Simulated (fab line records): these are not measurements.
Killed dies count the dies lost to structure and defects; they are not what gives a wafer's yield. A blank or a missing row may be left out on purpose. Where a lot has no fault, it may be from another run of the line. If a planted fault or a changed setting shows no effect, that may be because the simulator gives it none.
Split-lot study	flow n5-finfet	on a route of 1938 steps: 7 lots, 21 wafers read

## THE SPLIT ITSELF
At N5_BEOL_M15_TRENCH_ETCH_34 (etches SiO2 in C4F8/O2/Ar, target depth 872.93 nm, time 199 s), the setting bias-w was moved away from the recipe's 2040 W on 9 of the 21 wafers read, by -12.3% to +14.4%. For the rest of the wafers, this setting stayed at what the recipe calls for.

Reading taken at the split's own step.

## THE READING
rf-vpp-V, in V, at N5_BEOL_M15_TRENCH_ETCH_34 (etches SiO2 in C4F8/O2/Ar, target depth 872.93 nm, time 199 s). On this fab line, fault-free wafers typically give 2212 V with a standard deviation of 36 V.

wafer	tool, chamber at the split	bias-w as run, W	against the recipe	rf-vpp-V, V	against lot-mates on the recipe
L076.1	rie-diel-02, 1	2333	+14.4%	2377	no lot-mate on the recipe
L076.3	rie-diel-02, 2	2333	+14.4%	2420	no lot-mate on the recipe
L076.5	rie-diel-02, 1	2333	+14.4%	2377	no lot-mate on the recipe
L081.3	rie-diel-01, 3	2040	recipe	2265	-
L081.4	rie-diel-01, 1	1789	-12.3%	1985	-280
L081.6	rie-diel-01, 3	2040	recipe	2265	-
L080.1	rie-diel-01, 0	2040	recipe	2190	-
L080.3	rie-diel-01, 2	2180	+6.9%	2331	+141
L080.6	rie-diel-01, 1	2180	+6.9%	2281	+91
L083.2	rie-diel-02, 2	2275	+11.5%	2377	+192
L083.4	rie-diel-02, 2	2040	recipe	2205	-
L083.5	rie-diel-02, 1	2040	recipe	2165	-
L095.1	rie-diel-03, 3	2040	recipe	2189	-
L095.3	rie-diel-03, 0	2040	recipe	2214	-
L095.4	rie-diel-03, 1	2040	recipe	2179	-
L096.2	rie-diel-02, 2	2040	recipe	2203	-
L096.4	rie-diel-02, 1	2040	recipe	2279	-
L096.6	rie-diel-02, 3	2040	recipe	2276	-
L097.1	rie-diel-02, 0	1896	-7.1%	2071	-205
L097.3	rie-diel-02, 3	2040	recipe	2276	-
L097.6	rie-diel-02, 3	1896	-7.1%	2164	-112

FIT RESULTS
A straight line over all 21 wafers: rf-vpp-V changes by +13.6 V for each +1% of bias-w; r = +0.92; the points scatter about the line by 42 V.
The same after taking each lot's own level away (the mean of its wafers on the recipe; 18 wafers): +19.8 V for each +1%; r = +0.97; scatter 29 V.
Per that fit: largest bias-w move, reading shift of 2.8e+02 V.
Measured against the standard deviation above, the lots' own levels, which go from 2185.0 to 2276.0 V, span 2.5 times it.
Thus the slope moves with the lot-to-lot level: the two fits are different.
Check: -236 V against its lot-mates is what the line predicts for one of the wafers moved furthest among these (-12.3%) when that wafer is left out of the fit. It came out at -280 V against them.
Tool readings at the split's step, against how far the setting was moved: rf-vpp-V r = +0.92.

## THE FILE'S OWN FIT
rf-vpp-V changes by +19.9 V for each +1% of bias-w, r = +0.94.
